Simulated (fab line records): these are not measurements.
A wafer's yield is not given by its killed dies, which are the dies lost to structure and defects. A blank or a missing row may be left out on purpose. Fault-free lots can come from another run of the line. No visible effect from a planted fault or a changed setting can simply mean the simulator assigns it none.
Which tool is to blame?    flow n5-finfet    24 lots with 72 wafers sampled at 4 steps, on a route of 1938 steps

## WHAT THE GAUGES SHOWED, per wafer
N5_MOL_CONTACT_COAG_CD_MEAS_84: the cd target is 25.1 nm.
lot   measured      on         cd-nm (nm)
L074  day 5 06:31   cd-sem-01  25.18 25.02 25.04
L075  day 5 12:08   cd-sem-02  25.32 24.81 25.16
L076  day 5 18:11   cd-sem-03  24.75 24.96 25.00
L077  day 5 22:09   cd-sem-03  25.18 24.74 24.97
L078  day 6 03:11   cd-sem-02  24.99 25.07 25.04
L079  day 6 09:52   cd-sem-01  25.49 25.44 25.13
L080  day 6 13:19   cd-sem-03  25.41 25.24 24.97
L081  day 7 04:44   cd-sem-01  24.84 25.31 25.03
L082  day 7 04:51   cd-sem-02  24.82 25.32 25.39
L083  day 7 12:10   cd-sem-01  24.96 25.16 25.59
L084  day 7 16:05   cd-sem-01  25.37 25.27 25.13
L085  day 8 05:07   cd-sem-01  24.89 24.70 24.91
L086  day 8 04:50   cd-sem-01  24.88 25.04 24.98
L087  day 8 13:28   cd-sem-03  25.23 24.83 25.33
L088  day 8 14:35   cd-sem-01  24.88 25.05 24.80
L089  day 8 22:25   cd-sem-02  25.09 25.15 24.85
L090  day 9 01:12   cd-sem-01  24.95 24.60 25.28
L091  day 9 06:40   cd-sem-01  25.09 25.03 24.81
L092  day 9 12:16   cd-sem-03  25.48 25.26 24.88
L093  day 9 20:13   cd-sem-02  24.98 25.12 24.89
L094  day 10 02:05  cd-sem-02  25.18 25.05 25.17
L095  day 10 06:24  cd-sem-03  24.92 25.16 25.58
L096  day 10 10:12  cd-sem-02  25.14 25.43 25.32
L097  day 10 17:26  cd-sem-03  25.28 25.16 25.01

N5_MOL_CONTACT_COAG_OVL_MEAS_41.
lot   measured      on          VD_OVL (nm)
L074  day 5 07:52   overlay-01  1.4 1.5 0.9
L075  day 5 13:55   overlay-02  0.1 0.4 0.8
L076  day 5 19:52   overlay-02  1.3 1.0 1.2
L077  day 5 23:34   overlay-02  -0.7 0.3 -0.4
L078  day 6 04:35   overlay-01  1.2 0.6 -0.1
L079  day 6 11:21   overlay-02  -0.3 0.6 1.4
L080  day 6 15:08   overlay-02  0.9 1.4 1.3
L081  day 7 06:18   overlay-02  0.8 1.3 1.3
L082  day 7 06:22   overlay-02  1.9 -0.5 1.3
L083  day 7 13:41   overlay-01  0.2 0.4 1.0
L084  day 7 17:29   overlay-02  0.3 -1.3 0.2
L085  day 8 06:44   overlay-02  0.2 0.5 0.2
L086  day 8 06:14   overlay-01  0.0 -0.8 -0.1
L087  day 8 14:56   overlay-02  -0.1 -0.2 -0.1
L088  day 8 16:01   overlay-02  -0.4 1.2 -0.5
L089  day 9 00:19   overlay-02  -0.2 0.2 0.0
L090  day 9 03:05   overlay-01  0.7 -0.2 1.0
L091  day 9 07:58   overlay-02  1.2 0.4 1.2
L092  day 9 13:55   overlay-02  -0.2 0.2 -0.1
L093  day 9 21:51   overlay-01  1.1 0.9 0.6
L094  day 10 03:31  overlay-01  -0.1 1.0 1.0
L095  day 10 07:43  overlay-01  1.1 0.8 1.2
L096  day 10 12:17  overlay-01  1.2 -0.2 0.8
L097  day 10 19:07  overlay-01  -1.3 -0.2 0.0

## WHICH TOOL RAN EACH LOT (tool, then ch and the chambers of the sampled wafers, then the start)
lot   N5_GATE_CUT_STRIP_42               N5_GATE_CUT_CMP_61
L074  rie-diel-03 ch 0,1,3, day 4 13:16  cmp-03 ch 0,1,2, day 4 18:42
L075  rie-diel-06 ch 0,2,3, day 4 21:49  cmp-04 ch 0,2,3, day 5 03:05
L076  rie-diel-06 ch 2,3, day 5 02:43    cmp-03 ch 1,2,3, day 5 07:40
L077  rie-diel-06 ch 0,2, day 5 07:18    cmp-04 ch 0,2,3, day 5 10:11
L078  rie-diel-03 ch 0,1, day 5 13:16    cmp-03 ch 0,2,3, day 5 16:13
L079  rie-diel-01 ch 0,1,2, day 5 19:54  cmp-01 ch 2,3, day 5 22:47
L080  rie-diel-06 ch 1,2,3, day 5 23:13  cmp-04 ch 0,1,3, day 6 02:08
L081  rie-diel-03 ch 1,3, day 6 10:31    cmp-03 ch 0,2,3, day 6 14:07
L082  rie-diel-01 ch 0,1,3, day 6 14:01  cmp-01 ch 1,3, day 6 16:58
L083  rie-diel-01 ch 1,2, day 6 22:20    cmp-03 ch 0,1,2, day 7 01:15
L084  rie-diel-06 ch 0,3, day 7 02:23    cmp-04 ch 2,3, day 7 05:32
L085  rie-diel-03 ch 1,3, day 7 13:04    cmp-01 ch 0,1,2, day 7 17:09
L086  rie-diel-01 ch 1,2,3, day 7 16:15  cmp-04 ch 1,3, day 7 19:10
L087  rie-diel-01 ch 0,1,2, day 7 22:55  cmp-01 ch 2,3, day 8 01:49
L088  rie-diel-01 ch 2,3, day 7 23:41    cmp-01 ch 0,1,2, day 8 02:37
L089  rie-diel-01 ch 2,3, day 8 07:04    cmp-01 ch 0,2, day 8 10:13
L090  rie-diel-06 ch 2,3, day 8 09:47    cmp-01 ch 1,2, day 8 12:41
L091  rie-diel-01 ch 0,1,3, day 8 18:26  cmp-01 ch 1,3, day 8 21:22
L092  rie-diel-03 ch 0,1,3, day 8 21:38  cmp-04 ch 1,2,3, day 9 00:31
L093  rie-diel-01 ch 0,3, day 9 04:50    cmp-01 ch 0,1,3, day 9 08:13
L094  rie-diel-01 ch 1,2,3, day 9 12:22  cmp-01 ch 0,1,2, day 9 15:14
L095  rie-diel-03 ch 0,1,3, day 9 17:07  cmp-01 ch 0,1,3, day 9 21:14
L096  rie-diel-03 ch 1,2,3, day 9 21:10  cmp-03 ch 0,1,2, day 10 00:03
L097  rie-diel-03 ch 0,2, day 10 04:48   cmp-04 ch 2,3, day 10 07:41
- N5_GATE_CUT_STRIP_42: strips in O2.
- N5_GATE_CUT_CMP_61: polishes, stops on SiNx, t overpolish 3 s.

## AS READ BY THE TOOLS THEMSELVES (means over the sampled wafers that have a number; for cases with no such wafer, the mark the record gives instead)
N5_GATE_CUT_STRIP_42.
lot   tool         drypump-motor-current-A (A)  oes-product-au (a.u.)  rf-vpp-V (V)  showerhead-plenum-p-Torr (Torr)  throttle-valve-pct (%)
L074  rie-diel-03  5.51                         0.75                   3.8           2.04                             16.60
L075  rie-diel-06  5.50                         0.83                   2.9           2.12                             16.44
L076  rie-diel-06  5.38                         0.77                   3.9           2.07                             16.56
L077  rie-diel-06  5.61                         0.88                   3.9           2.17                             16.33
L078  rie-diel-03  5.44                         0.76                   3.8           2.03                             16.48
L079  rie-diel-01  5.44                         0.77                   3.5           2.13                             16.79
L080  rie-diel-06  5.67                         0.84                   3.9           2.11                             16.44
L081  rie-diel-03  5.38                         0.76                   3.3           1.98                             16.57
L082  rie-diel-01  5.44                         0.78                   3.7           2.11                             16.62
L083  rie-diel-01  5.62                         0.72                   3.4           2.14                             16.77
L084  rie-diel-06  5.20                         0.79                   3.5           2.04                             16.57
L085  rie-diel-03  5.54                         0.74                   4.0           2.03                             16.77
L086  rie-diel-01  5.65                         0.74                   4.0           2.09                             16.65
L087  rie-diel-01  5.46                         0.77                   3.7           2.13                             16.81
L088  rie-diel-01  5.67                         0.76                   3.4           2.04                             16.50
L089  rie-diel-01  5.68                         0.74                   3.9           2.06                             16.67
L090  rie-diel-06  5.64                         0.77                   4.1           2.13                             16.49
L091  rie-diel-01  5.43                         0.77                   3.8           2.10                             16.65
L092  rie-diel-03  5.48                         0.73                   4.4           2.03                             16.66
L093  rie-diel-01  5.45                         0.79                   3.4           2.05                             16.51
L094  rie-diel-01  5.64                         0.73                   3.6           2.08                             16.66
L095  rie-diel-03  5.48                         0.73                   3.6           2.03                             16.66
L096  rie-diel-03  5.42                         0.74                   3.7           2.03                             16.86
L097  rie-diel-03  5.48                         0.73                   3.8           2.08                             16.78

N5_GATE_CUT_CMP_61.
lot   tool    motor-current-A (A)
L074  cmp-03  12.8
L075  cmp-04  12.4
L076  cmp-03  12.2
L077  cmp-04  12.1
L078  cmp-03  12.5
L079  cmp-01  10.7
L080  cmp-04  12.0
L081  cmp-03  12.8
L082  cmp-01  11.2
L083  cmp-03  12.7
L084  cmp-04  12.9
L085  cmp-01  12.0
L086  cmp-04  12.0
L087  cmp-01  11.1
L088  cmp-01  12.0
L089  cmp-01  11.4
L090  cmp-01  12.9
L091  cmp-01  11.2
L092  cmp-04  12.6
L093  cmp-01  12.1
L094  cmp-01  12.1
L095  cmp-01  11.8
L096  cmp-03  13.0
L097  cmp-04  12.9

## THE ANSWER, worked out from the rows above alone
Rule: the lots themselves supply what counts as usual. Put in order of their means at a reading, lots are off if they are a third of the lots or fewer, leave a main group of 4 or more, and stand apart from it by a gap of 3 or more times the standard deviation of the main group's means; of several such gaps the widest counts. A main group whose means are all the same, to the digits that the tables above print for the reading, isn't used. A lot without any number at a reading at which 4 lots or more have one is off too. Any other lot the step has rows for is counted as sound. After the gauges, taken in route order, come the tools' own readings; for these a lot's mean is taken, as printed above. At the first step where some lot is off, the reading lying furthest off is the one used; lots without a number count as furthest.
Across all readings shown, no lot is off: no conclusion can be drawn from this.

## WHAT THE SIMULATOR PUT IN
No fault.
